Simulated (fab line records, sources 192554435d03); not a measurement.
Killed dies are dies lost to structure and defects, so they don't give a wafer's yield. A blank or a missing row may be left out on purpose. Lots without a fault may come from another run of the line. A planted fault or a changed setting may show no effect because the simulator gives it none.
A struck lot beside a sound one | flow n5_finfet | 13 steps out of a route of 1938
Sound: wafers L322.1, L322.2, L322.5. Struck: wafers L327.1, L327.4, L327.5. The cause comes at the end.
At each step with rows: each side's tool, then ch and its chambers, then its first start. Under that, the readings that differ: sound wafers | struck wafers | difference of the means | sigmas: that difference in standard deviations of wafers without a fault.
alike: readings whose means differ by less than 2 such deviations, and words and numbers that are the same on both sides. not compared: withheld readings, readings that some wafer has no value for, bounds like >300 that may hide the same value, and numbers for which the record gives no deviation and whose values overlap.
The two part at a step that has a row with sigmas, a row that says differs or no value, or rows on one side only. Numbers that don't overlap but have no deviation are shown without sigmas and don't part them. A reading that every wafer of one side lacks parts them only if that side has two wafers or more.

first, 9 steps without rows for these wafers: N5_MOL_CONTACT_COAG_EBR_36; N5_MOL_CONTACT_COAG_SOFTBAKE_35 (time 60 s); N5_MOL_CONTACT_COAG_EXPOSE_37 (exposes mask VD, defocus 0 nm); N5_MOL_CONTACT_COAG_PEB_38 (peb time 60 s); N5_MOL_CONTACT_COAG_DEVELOP_39 (develop time 30 s); N5_MOL_CONTACT_COAG_DESCUM_45 (chemistry O2, time 7 s); N5_MOL_CONTACT_COAG_ETCH_65 (etches underlayer in N2/H2, target depth 13 nm, time 10.4 s); N5_MOL_CONTACT_COAG_ETCH_66 (etches SiARC in CF4, target depth 13 nm, time 21.7 s); N5_MOL_CONTACT_COAG_ALD_133 (deposits SiO2, target thk 5 nm, pulse time 1 s, co reactant pulse time 1 s).
N5_MOL_CONTACT_COAG_ETCHBACK_134: etches SiO2 in CHF3, target depth 10 nm, time 6.7 s.
  sound on rie_diel-04 ch 1,2,3, day 6 00:23; struck on rie_diel-04 ch 0,3, day 7 04:09
  no value came back on the struck wafers for any of 7 readings (CHF3_flow_sccm (sccm), bias_w (W) and others); on the sound wafers CHF3_flow_sccm (sccm) reads 49.99 49.88 49.81
  reading                                               | sound          | struck       | difference | sigmas
  model.CAR-EUV_of_MOL_CONTACT_COAG_COAT_34.thk_nm (nm) | 15.4 15.4 15.4 | 17 16.8 16.6 | +1         |
  not compared: rf_hours_counter_h
then, 1 step without rows for these wafers: N5_MOL_CONTACT_COAG_ETCH_67 (etches SOC in N2/H2, target depth 60 nm, overetch 21 nm, time 101.2 s).
N5_BEOL_M4_RC_MEAS_101:
  the record has rows for the sound wafers here (prober-01 ch 0, day 9 07:15) and none for the struck ones
-- the record jumps here: 8 days lie between the struck wafers' starts before and after (it left off in module BEOL_M4 and takes up again in module PASSIVATION, whose first step shown is number 1936 of the route) --
N5_PASSIVATION_PROBE_49:
  sound on prober-01, day 14 04:59; struck on prober-01, day 14 20:27
  reading                  | sound          | struck         | difference | sigmas
  defect_limited_yield (%) | 91.0 89.6 89.7 | 0 0 0          | -90        | -60
  killed_at_contacts       | 11 12 18       | 1078 1081 1064 | +1061      | +99 or more
  killed_dies              | 106 123 122    | 1180 1180 1180 | +1063      | +59
  killed_on_rim            | 12 16 15       | 152 152 152    | +138       | +37
  sort_bin_5_function (%)  | 4.2 6.3 6.4    | 96.1 95.8 95.6 | +90.2      | +90
  sort_n_pass              | 1074 1057 1058 | 0 0 0          | -1063      | -59
  sort_yield_pct (%)       | 91.0 89.6 89.7 | 0 0 0          | -90        | -60
  alike: killed_at_M0_to_M3, killed_at_M4_up, killed_at_front_end, killed_at_other, killed_open, killed_short, sort_bin_6_memory

WHERE THEY PART
First at N5_MOL_CONTACT_COAG_ETCHBACK_134; last, within this record, at N5_PASSIVATION_PROBE_49.

WHY: what the simulator had put in
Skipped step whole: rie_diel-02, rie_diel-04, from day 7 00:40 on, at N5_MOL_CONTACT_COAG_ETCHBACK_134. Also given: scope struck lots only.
